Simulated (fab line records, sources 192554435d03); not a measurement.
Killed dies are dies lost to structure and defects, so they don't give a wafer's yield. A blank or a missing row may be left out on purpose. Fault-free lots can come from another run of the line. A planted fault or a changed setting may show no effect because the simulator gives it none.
fab line records + flow n5-finfet
record:
- lots: 6
- wafers: 16
- last-day: 19
route steps=1938 shown BEOL_M6@1239 PASSIVATION@1936
lots that met no fault: from a run of the same line without faults
start-h: hours from the record's first day to the start of the lot's first wafer shown + wait-h: hours since the lot's step before + " the same as in the row above + L1.1+2: a row that stands for several wafers + - no value present, or no start provided + * or withheld: withheld + < > ~ a bound
route shown NAME@n: names a module that has steps shown in the file, with the first one's number in the route + usual: average and standard deviation across the fault-free wafers + same: alike in all rows + chamber/n: place in a boat + sites: per-site readings + _std_site: standard deviation across them + _edge_site: the outer-site mean with the inner-site mean subtracted + radius-mm: for every site, how far away it sits from the centre of the wafer + mask NAME#n: copy n + behind: tool/chamber where the wafer was last shaped + hold: cause of the lot's hold/its duration in hours/its outcome + device: names the non-switching transistor (n, p or np) + end of line: the tests these same wafers got at the end of their route + a step given without rows: its recipe and nothing more + killed: dies that structure and defects cost at the first sort, which is not the same as the wafer's yield + map: dies across one wafer; x = killed, . = not, _ = none there
set.NAME: the run value of the setting; set.NAME@STEP: its run value at that earlier step + model.NAME: the simulator's own value behind a step, which no gauge read
lots seen at some steps along the route; tables by step, rows by wafer
services: from which hour (start-h, from the record's first day; less than 0 if before it) a tool's chamber was out of use, for how many hours, and why
== steps ==
step: N5_BEOL_M6_TRENCH_ETCH_37
recipe:
- chemistry: C4F6/O2
- target-depth-a: 944.35
- target: SiCOH_lowk
- time-s: 31.5
- ion-energy-ev: 250
- pressure-mtorr: 30
- source-w: 345
- bias-w: 185
- Ar_flow_sccm: 300
- C4F6_flow_sccm: 10
- O2_flow_sccm: 10
usual:
- chamber-pressure-mTorr: 29.998/0.027
- drypump-motor-current-A: 5.8/0.43
- oes-product-au: 0.77/0.093
- rf-vpp-V: 667/4.9
- showerhead-plenum-p-Torr: 2.85/0.056
- throttle-valve-pct: 20.89/0.21
same:
- time-s: 31.5
| lot.wafer | tool        | chamber | start-h | wait-h | chamber-pressure-mTorr | drypump-motor-current-A | oes-product-au | rf-hours-counter-h | rf-vpp-V | showerhead-plenum-p-Torr | throttle-valve-pct |
|-----------|-------------|---------|---------|--------|------------------------|-------------------------|----------------|--------------------|----------|--------------------------|--------------------|
| L116.3    | rie-diel-05 | 2       | -       | -      | 29.978                 | 5.7                     | 0.70           | 231                | 665      | 2.82                     | 20.83              |
| L116.4    | "           | 3       | "       | "      | 29.919                 | 5.5                     | 0.72           | 201                | 666      | 2.94                     | 20.91              |
| L116.6    | "           | 0       | "       | "      | 29.991                 | 6.2                     | 0.72           | -                  | 663      | 2.84                     | 21.02              |
| L117.2    | rie-diel-04 | 1       | -       | -      | 29.999                 | 5.3                     | 0.68           | 248                | 673      | 2.92                     | 20.94              |
| L117.5    | "           | 2       | "       | "      | 29.986                 | 6.2                     | 0.72           | -                  | 667      | 2.81                     | 20.94              |
| L117.6    | "           | 0       | "       | "      | 30.021                 | 6.0                     | 0.95           | -                  | 667      | 2.80                     | 20.50              |
| L122.2    | rie-diel-05 | 3       | -       | -      | 30.060                 | 5.4                     | 0.71           | 209                | 665      | 2.94                     | 20.91              |
| L122.3    | "           | 0       | "       | "      | 29.968                 | 6.2                     | 0.72           | 171                | 663      | 2.84                     | 21.03              |
| L122.4    | "           | 1       | "       | "      | 29.941                 | 6.3                     | 0.82           | 80                 | 670      | 2.76                     | 20.66              |
| L126.1    | rie-diel-02 | 3       | -       | -      | 30.009                 | 5.8                     | 0.91           | 25                 | 667      | 2.90                     | 20.75              |
| L126.2    | "           | 1       | "       | "      | 29.936                 | 5.7                     | 0.69           | 237                | 675      | 2.82                     | 21.17              |
| L126.5    | "           | 2       | "       | "      | 29.983                 | 4.9                     | 0.69           | -                  | 674      | 2.82                     | 21.27              |
| L130.5    | rie-diel-04 | 2       | -       | -      | 30.008                 | 6.2                     | 0.70           | -                  | 666      | 2.80                     | 20.95              |
| L130.6    | "           | 1       | "       | "      | 29.958                 | 5.3                     | 0.94           | -                  | 672      | 2.91                     | 20.57              |
| L136.3    | rie-diel-04 | 0       | -       | -      | 30.008                 | 6.0                     | 0.86           | 38                 | 666      | 2.78                     | 20.54              |
| L136.4    | "           | 0       | "       | "      | 29.971                 | 6.0                     | 0.87           | -                  | 666      | 2.78                     | 20.54              |
step: N5_BEOL_M6_ETCH_41
recipe:
- chemistry: CH3F/O2
- target: SiCN
- target-depth-a: 297
- taper-deg: 2
- time-s: 52
- ion-energy-ev: 120
- mask-material: TiN
- pressure-mtorr: 30
- source-w: 395
- bias-w: 75
- Ar_flow_sccm: 150
- CH3F_flow_sccm: 30
- O2_flow_sccm: 20
step: N5_BEOL_M6_STRIP_80
recipe:
- chemistry: N2/H2
- time-s: 10
- power-w: 450
- temp-c: 40
- pressure-mtorr: 20
- rf-frequency-hz: 6e+07
- bias-power-w: 7
- n2-flow-sccm: 200
- h2-flow-sccm: 200
usual:
- chamber-pressure-mTorr: 20.001/0.02
- drypump-motor-current-A: 5.8/0.43
- h2-flow-sccm: 200.0/0.6
- oes-product-au: 0.77/0.094
- rf-vpp-V: 59.1/0.81
- showerhead-plenum-p-Torr: 2.54/0.054
- throttle-valve-pct: 23.57/0.24
same:
- time-s: 10
| lot.wafer | tool        | chamber | start-h | wait-h | chamber-pressure-mTorr | drypump-motor-current-A | h2-flow-sccm | oes-product-au | rf-hours-counter-h | rf-vpp-V | showerhead-plenum-p-Torr | throttle-valve-pct |
|-----------|-------------|---------|---------|--------|------------------------|-------------------------|--------------|----------------|--------------------|----------|--------------------------|--------------------|
| L116.3    | rie-diel-05 | 2       | -       | -      | 19.974                 | 5.7                     | 198.7        | 0.70           | 231                | 59.3     | 2.50                     | 23.44              |
| L116.4    | "           | 3       | "       | "      | 19.983                 | 5.5                     | 200.2        | 0.72           | 201                | 60.1     | 2.63                     | 23.52              |
| L116.6    | "           | 0       | "       | "      | 20.028                 | 6.1                     | 200.2        | 0.71           | -                  | 59.5     | 2.53                     | 23.67              |
| L117.2    | rie-diel-04 | 1       | -       | -      | 19.984                 | 5.3                     | 200.2        | 0.67           | 248                | 59.3     | 2.61                     | 23.63              |
| L117.5    | "           | 2       | "       | "      | 20.015                 | 6.2                     | 199.9        | 0.71           | -                  | 58.2     | 2.50                     | 23.54              |
| L117.6    | "           | 0       | "       | "      | 19.977                 | 6.0                     | 200.4        | 0.94           | -                  | 59.3     | 2.50                     | 23.33              |
| L122.2    | rie-diel-05 | 3       | -       | -      | 19.991                 | 5.5                     | 200.1        | 0.71           | 209                | 60.4     | 2.62                     | 23.53              |
| L122.3    | "           | 0       | "       | "      | 20.004                 | 6.1                     | 200.6        | 0.71           | 171                | 59.5     | 2.53                     | 23.67              |
| L122.4    | "           | 1       | "       | "      | 20.022                 | 6.3                     | 199.8        | 0.82           | 80                 | 58.9     | 2.46                     | 23.16              |
| L126.1    | rie-diel-02 | 3       | -       | -      | 19.968                 | 5.8                     | 200.1        | 0.91           | 25                 | 59.8     | 2.59                     | 23.62              |
| L126.2    | "           | 1       | "       | "      | 20.040                 | 5.7                     | 200.9        | 0.69           | 237                | 58.5     | 2.51                     | 23.81              |
| L126.5    | "           | 2       | "       | "      | 19.992                 | 4.9                     | 199.8        | 0.69           | -                  | 58.7     | 2.51                     | 24.08              |
| L130.5    | rie-diel-04 | 2       | -       | -      | 19.983                 | 6.2                     | 199.4        | 0.69           | -                  | 57.6     | 2.50                     | 23.57              |
| L130.6    | "           | 1       | "       | "      | 19.985                 | 5.4                     | 199.5        | 0.93           | -                  | 60.0     | 2.60                     | 23.29              |
| L136.3    | rie-diel-04 | 0       | -       | -      | 19.986                 | 6.0                     | 199.8        | 0.86           | 38                 | 59.9     | 2.48                     | 23.37              |
| L136.4    | "           | 0       | "       | "      | 19.987                 | 6.0                     | 201.0        | 0.87           | -                  | 59.9     | 2.48                     | 23.38              |
step: N5_BEOL_M6_OCD_MEAS_38
usual:
- trench-depth-nm: 94.3/1.2
| lot.wafer | tool   | chamber | start-h | wait-h | trench-depth-nm |
|-----------|--------|---------|---------|--------|-----------------|
| L116.3    | ocd-02 | -       | 270.99  | -      | 95.0            |
| L116.4    | "      | -       | "       | "      | 94.3            |
| L116.6    | "      | -       | "       | "      | 94.5            |
| L117.2    | ocd-02 | -       | 278.65  | -      | 92.5            |
| L117.5    | "      | -       | "       | "      | 94.1            |
| L117.6    | "      | -       | "       | "      | 96.2            |
| L122.2    | ocd-01 | -       | 295.92  | -      | 94.1            |
| L122.3    | "      | -       | "       | "      | 95.8            |
| L122.4    | "      | -       | "       | "      | 95.7            |
| L126.1    | ocd-02 | -       | 334.71  | -      | 95.3            |
| L126.2    | "      | -       | "       | "      | 95.8            |
| L126.5    | "      | -       | "       | "      | 94.1            |
| L130.5    | ocd-01 | -       | 342.37  | -      | 93.2            |
| L130.6    | "      | -       | "       | "      | 94.3            |
| L136.3    | ocd-01 | -       | 370.13  | -      | 95.9            |
| L136.4    | "      | -       | "       | "      | 95.2            |
step: N5_BEOL_M6_HM_STRIP_39
recipe:
- chemistry: peroxide-tin-strip
- material: TiN
- target-depth-a: 250
- temp-c: 50
- time-s: 158
step: N5_BEOL_M6_SRD_40
recipe:
- time-s: 30
- temp-c: 23
- rinse-liquid: diw
- dry: ipa-marangoni
step: N5_BEOL_M6_PRECLEAN_42
recipe:
- chemistry: residue-remover
- time-s: 60
- temp-c: 40
step: N5_BEOL_M6_SRD_43
recipe:
- time-s: 30
- temp-c: 23
- rinse-liquid: diw
- dry: ipa-marangoni
step: N5_BEOL_M6_CD_MEAS_35
recipe:
- target-cd-nm: 40
- target-cd-y-nm: 28
- polarity: opening
usual:
- cd-nm: 40.0/0.47
| lot.wafer | tool      | chamber | start-h | wait-h | cd-nm |
|-----------|-----------|---------|---------|--------|-------|
| L116.3    | cd-sem-01 | -       | 271.14  | 0.0    | 39.4  |
| L116.4    | "         | -       | "       | "      | 40.1  |
| L116.6    | "         | -       | "       | "      | 39.9  |
| L117.2    | cd-sem-02 | -       | 278.80  | 0.0    | 39.6  |
| L117.5    | "         | -       | "       | "      | 40.1  |
| L117.6    | "         | -       | "       | "      | 40.2  |
| L122.2    | cd-sem-02 | -       | 296.09  | 0.0    | 40.2  |
| L122.3    | "         | -       | "       | "      | 40.3  |
| L122.4    | "         | -       | "       | "      | 40.5  |
| L126.1    | cd-sem-02 | -       | 334.86  | 0.0    | 39.6  |
| L126.2    | "         | -       | "       | "      | 39.6  |
| L126.5    | "         | -       | "       | "      | 39.3  |
| L130.5    | cd-sem-01 | -       | 342.53  | 0.0    | 39.9  |
| L130.6    | "         | -       | "       | "      | 40.5  |
| L136.3    | cd-sem-01 | -       | 370.28  | 0.0    | 39.7  |
| L136.4    | "         | -       | "       | "      | 40.1  |
step: N5_BEOL_M6_CURE_75
recipe:
- temp-c: 370
- time-s: 120
- ambient: DMADMS/He
- material: SiCOH_lowk
usual:
- lamp-power-pct: 52.32/0.053
- wafer_temp_C_max: 371.8/0.71
same:
- time-s: 120
| lot.wafer | tool       | chamber | start-h | wait-h | lamp-power-pct | wafer_temp_C_max |
|-----------|------------|---------|---------|--------|----------------|------------------|
| L116.3    | uv-cure-03 | 0       | 271.28  | 0.1    | 52.35          | 372.7            |
| L116.4    | "          | 0       | "       | "      | 52.30          | 372.8            |
| L116.6    | "          | 0       | "       | "      | 52.24          | 372.0            |
| L117.2    | uv-cure-01 | 0       | 278.89  | 0.1    | 52.30          | 371.2            |
| L117.5    | "          | 0       | "       | "      | 52.34          | 371.2            |
| L117.6    | "          | 0       | "       | "      | 52.39          | 371.3            |
| L122.2    | uv-cure-03 | 0       | 296.18  | 0.1    | 52.36          | 372.6            |
| L122.3    | "          | 0       | "       | "      | 52.28          | 372.3            |
| L122.4    | "          | 0       | "       | "      | 52.34          | 372.4            |
| L126.1    | uv-cure-03 | 2       | 334.91  | 0.0    | 52.31          | 371.2            |
| L126.2    | "          | 2       | "       | "      | 52.32          | 371.4            |
| L126.5    | "          | 2       | "       | "      | 52.31          | 371.2            |
| L130.5    | uv-cure-01 | 2       | 342.76  | 0.2    | 52.37          | 373.2            |
| L130.6    | "          | 2       | "       | "      | 52.37          | 371.7            |
| L136.3    | uv-cure-01 | 1       | 370.55  | 0.3    | 52.32          | 371.7            |
| L136.4    | "          | 1       | "       | "      | 52.35          | 372.6            |
step: N5_BEOL_M6_DEGAS_44
recipe:
- ambient: vacuum
- temp-c: 250
- time-s: 60
usual:
- heater-power-w: 334/30
same:
- time-s: 60
| lot.wafer | tool           | chamber | start-h | wait-h | heater-power-w |
|-----------|----------------|---------|---------|--------|----------------|
| L116.3    | pvd-sputter-02 | -       | 271.71  | 0.4    | 310            |
| L116.4    | "              | -       | "       | "      | 324            |
| L116.6    | "              | -       | "       | "      | 339            |
| L117.2    | pvd-sputter-01 | -       | 279.41  | 0.5    | 378            |
| L117.5    | "              | -       | "       | "      | 377            |
| L117.6    | "              | -       | "       | "      | 331            |
| L122.2    | pvd-sputter-03 | -       | 296.63  | 0.4    | 374            |
| L122.3    | "              | -       | "       | "      | 302            |
| L122.4    | "              | -       | "       | "      | 354            |
| L126.1    | pvd-sputter-01 | -       | 335.57  | 0.6    | 375            |
| L126.2    | "              | -       | "       | "      | 370            |
| L126.5    | "              | -       | "       | "      | 384            |
| L130.5    | pvd-sputter-03 | -       | 343.51  | 0.7    | 366            |
| L130.6    | "              | -       | "       | "      | 298            |
| L136.3    | pvd-sputter-02 | -       | 370.81  | 0.2    | 343            |
| L136.4    | "              | -       | "       | "      | 309            |
step: N5_BEOL_M6_PRE_CLEAN_45
recipe:
- gas: H2/He
- time-s: 30
- temp-c: 250
usual:
- heater-power-w: 334/30
same:
- time-s: 30
| lot.wafer | tool           | chamber | start-h | wait-h | heater-power-w |
|-----------|----------------|---------|---------|--------|----------------|
| L116.3    | pvd-sputter-02 | -       | 271.75  | 0.0    | 296            |
| L116.4    | "              | -       | "       | "      | 328            |
| L116.6    | "              | -       | "       | "      | 344            |
| L117.2    | pvd-sputter-01 | -       | 279.45  | 0.0    | 381            |
| L117.5    | "              | -       | "       | "      | 377            |
| L117.6    | "              | -       | "       | "      | 325            |
| L122.2    | pvd-sputter-03 | -       | 296.67  | 0.0    | 359            |
| L122.3    | "              | -       | "       | "      | 295            |
| L122.4    | "              | -       | "       | "      | 355            |
| L126.1    | pvd-sputter-01 | -       | 335.61  | 0.0    | 364            |
| L126.2    | "              | -       | "       | "      | 378            |
| L126.5    | "              | -       | "       | "      | 367            |
| L130.5    | pvd-sputter-03 | -       | 343.55  | 0.0    | 361            |
| L130.6    | "              | -       | "       | "      | 299            |
| L136.3    | pvd-sputter-02 | -       | 370.85  | 0.0    | 345            |
| L136.4    | "              | -       | "       | "      | 313            |
step: N5_BEOL_M6_ALD_77
recipe:
- material: TaN
- target-thk-a: 20
- temp-c: 275
- ald-precursor-family: PDMAT
- ald-co-reactant: NH3
- pressure-torr: 3
- carrier-flow-sccm: 1500
- pulse-time-s: 2
- purge-time-s: 3
- co-reactant-purge-time-s: 2
- co-reactant-pulse-time-s: 3
- ald-cycles: 40
- precursor-vessel-temp-c: 75
- precursor-vessel-pressure-torr: 26.25
- precursor-vessel-carrier-sccm: 1000
usual:
- chamber-pressure-Torr: 3.000/0.0074
- co-reactant-pulse-time-s: 3/0
- heater-power-w: 424/28
same:
- co-reactant-purge-time-s: 2
- pulse-time-s: 2
| lot.wafer | tool         | chamber | start-h | wait-h | chamber-pressure-Torr | co-reactant-pulse-time-s | heater-power-w |
|-----------|--------------|---------|---------|--------|-----------------------|--------------------------|----------------|
| L116.3    | ald-metal-01 | 1       | 271.81  | 0.0    | 2.991                 | 3                        | 397            |
| L116.4    | "            | 2       | "       | "      | 2.998                 | 3                        | 383            |
| L116.6    | "            | 3       | "       | "      | 2.996                 | 3                        | 451            |
| L117.2    | ald-metal-03 | 2       | 279.53  | 0.1    | 2.993                 | 3                        | 436            |
| L117.5    | "            | 0       | "       | "      | 2.998                 | 3                        | 434            |
| L117.6    | "            | 1       | "       | "      | 2.995                 | 3                        | 379            |
| L122.2    | ald-metal-02 | 3       | 296.89  | 0.2    | 2.998                 | 3                        | 458            |
| L122.3    | "            | 0       | "       | "      | 2.991                 | 3                        | 440            |
| L122.4    | "            | 1       | "       | "      | 2.996                 | 3                        | 441            |
| L126.1    | ald-metal-02 | 3       | 335.69  | 0.1    | 3.000                 | 3                        | 454            |
| L126.2    | "            | 0       | "       | "      | 2.995                 | 3                        | 438            |
| L126.5    | "            | 2       | "       | "      | 3.001                 | 3                        | 410            |
| L130.5    | ald-metal-01 | 2       | 343.79  | 0.2    | 3.019                 | 3.3469                   | 383            |
| L130.6    | "            | 1       | "       | "      | 2.987                 | 3                        | 391            |
| L136.3    | ald-metal-01 | 0       | 370.94  | 0.1    | 2.989                 | 3                        | 457            |
| L136.4    | "            | 2       | "       | "      | 2.995                 | 3.3469                   | 396            |
step: N5_BEOL_M6_SURFACE_TREAT_79
recipe:
- gas: Ar
- time-s: *
- ion-energy-ev: *
- ion-current-ma-cm2: 0.5
- pressure-mtorr: *
- ar-flow-sccm: 30
step: N5_PASSIVATION_PROBE_49
usual:
- defect-limited-yield: 90.8/1.7
- killed_at_M0_to_M3: 37/12
- killed_at_M4_up: 15/5.6
- killed-at-contacts: 13/6.9
- killed-at-front-end: 40/11
- killed-at-other: 4/3.2
- killed-dies: 109/20
- killed-open: 73/15
- killed-short: 35/8.3
- sort_bin_5_function: 5.4/1.1
- sort_bin_6_memory: 3.5/0.73
- sort-n-pass: 1071/20
- sort-yield-pct: 90.8/1.7
same:
- gross-dies: 1180
- killed-at-back-side: 0
- sort_bin_4_leakage[%]: 0
- sort_bin_8_speed[%]: 0
| lot.wafer | tool      | chamber | start-h | wait-h | defect-limited-yield[%] | killed_at_M0_to_M3 | killed_at_M4_up | killed-at-contacts | killed-at-front-end | killed-at-other | killed-dies | killed-open | killed-short | sort_bin_5_function[%] | sort_bin_6_memory[%] | sort-n-pass | sort-yield-pct[%] |
|-----------|-----------|---------|---------|--------|-------------------------|--------------------|-----------------|--------------------|---------------------|-----------------|-------------|-------------|--------------|------------------------|----------------------|-------------|-------------------|
| L122.2    | prober-01 | -       | 380.79  | 0.1    | 87.8                    | 61                 | 13              | 8                  | 62                  | 0               | 144         | 83          | 51           | 7.1                    | 4.0                  | 1036        | 87.8              |
| L122.3    | prober-01 | -       | 380.84  | 0.1    | 90.4                    | 48                 | 14              | 7                  | 44                  | 0               | 113         | 82          | 30           | 5.9                    | 3.3                  | 1067        | 90.4              |
| L122.4    | prober-01 | -       | 380.89  | 0.2    | 91.3                    | 37                 | 15              | 11                 | 40                  | 0               | 103         | 69          | 33           | 5.8                    | 3.0                  | 1077        | 91.3              |
killed by level:class
L122.2 BEOL_M0_SAQP:geometric-particle:short=14 STI_FIN_REVEAL:geometric-particle:open=13 FIN_SAQP:geometric-particle:open=11 FIN_SAQP:geometric-particle:short=11 BEOL_M0_SAQP:geometric-particle:open=10 BEOL_M2:geometric-particle:open=10 MOL_CONTACT_COAG:geometric-particle:open=8 BEOL_M4:geometric-particle:open=8
L122.3 STI_FIN_REVEAL:geometric-particle:open=12 BEOL_M0_SAQP:geometric-particle:open=11 BEOL_M1:geometric-particle:open=8 MOL_CONTACT_COAG:geometric-particle:open=7 BEOL_M2:geometric-particle:open=6 BEOL_M3:geometric-particle:open=6 STARTING-WAFER:geometric-particle:open=6 FIN_SAQP:geometric-particle:open=5
L122.4 FIN_SAQP:geometric-particle:short=11 BEOL_M4:geometric-particle:open=10 BEOL_M0_SAQP:geometric-particle:short=10 MOL_CONTACT_COAG:geometric-particle:open=9 STI_FIN_REVEAL:geometric-particle:open=8 BEOL_M3:geometric-particle:open=8 BEOL_M0_SAQP:geometric-particle:open=6 BEOL_M2:geometric-particle:open=6
== services ==
| tool         | chamber | start-h | hours | kind                          |
|--------------|---------|---------|-------|-------------------------------|
| ald-metal-02 | -       | 248.04  | 8.7   | pm                            |
| uv-cure-01   | -       | 254.81  | 7.5   | pm                            |
| rie-diel-04  | 2       | 263.68  | 2.8   | repair                        |
| ald-metal-02 | 3       | 264.80  | 3.0   | repair                        |
| rie-diel-04  | 3       | 271.32  | -     | clean                         |
| rie-diel-04  | 3       | 271.32  | -     | consumable-replace:focus-ring |
| rie-diel-04  | 3       | 271.32  | 13.8  | scheduled-down                |
| rie-diel-04  | 3       | 271.32  | 13.8  | vent-cycle                    |
| rie-diel-04  | -       | 278.67  | 4.3   | pm                            |
| rie-diel-04  | 1       | 290.93  | -     | clean                         |
| rie-diel-04  | 1       | 290.93  | -     | consumable-replace:focus-ring |
| rie-diel-04  | 1       | 290.93  | 23.5  | scheduled-down                |
| rie-diel-04  | 1       | 290.93  | 23.5  | vent-cycle                    |
| ald-metal-02 | -       | 301.82  | 2.9   | repair                        |
| rie-diel-05  | 1       | 302.74  | 4.3   | repair                        |
| rie-diel-02  | 2       | 303.28  | 3.9   | repair                        |
| uv-cure-01   | -       | 322.12  | 1.0   | pm                            |
| ald-metal-03 | -       | 328.65  | 2.8   | pm                            |
| uv-cure-01   | -       | 329.83  | 3.3   | repair                        |
| ald-metal-01 | -       | 335.40  | 2.4   | repair                        |
| ald-metal-03 | -       | 337.25  | 14.0  | pm                            |
| uv-cure-03   | -       | 354.90  | 1.5   | repair                        |
| uv-cure-03   | -       | 358.91  | 0.8   | repair                        |
| rie-diel-02  | 2       | 364.20  | 19.8  | repair                        |
== key ==
first-sign:
- step: N5_BEOL_M6_ALD_77
- reading: co-reactant-pulse-time-s
- direction: up
- sigmas: 99+
- usual: *
- struck: *
effect none on later readings
met-at N5_BEOL_M6_ALD_77
struck-wafers L130.5,L136.4
fault:
- kind: process-parameter-drift
- tool: ald-metal-01
- chamber: -
- onset-h: 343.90
- steps: N5_BEOL_M6_ALD_77
- channel: co-reactant-pulse-time-s
- offset: *
- shape: step
- end-h: 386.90
- scope: struck-wafers-only
- acts-in: *
- stated: *
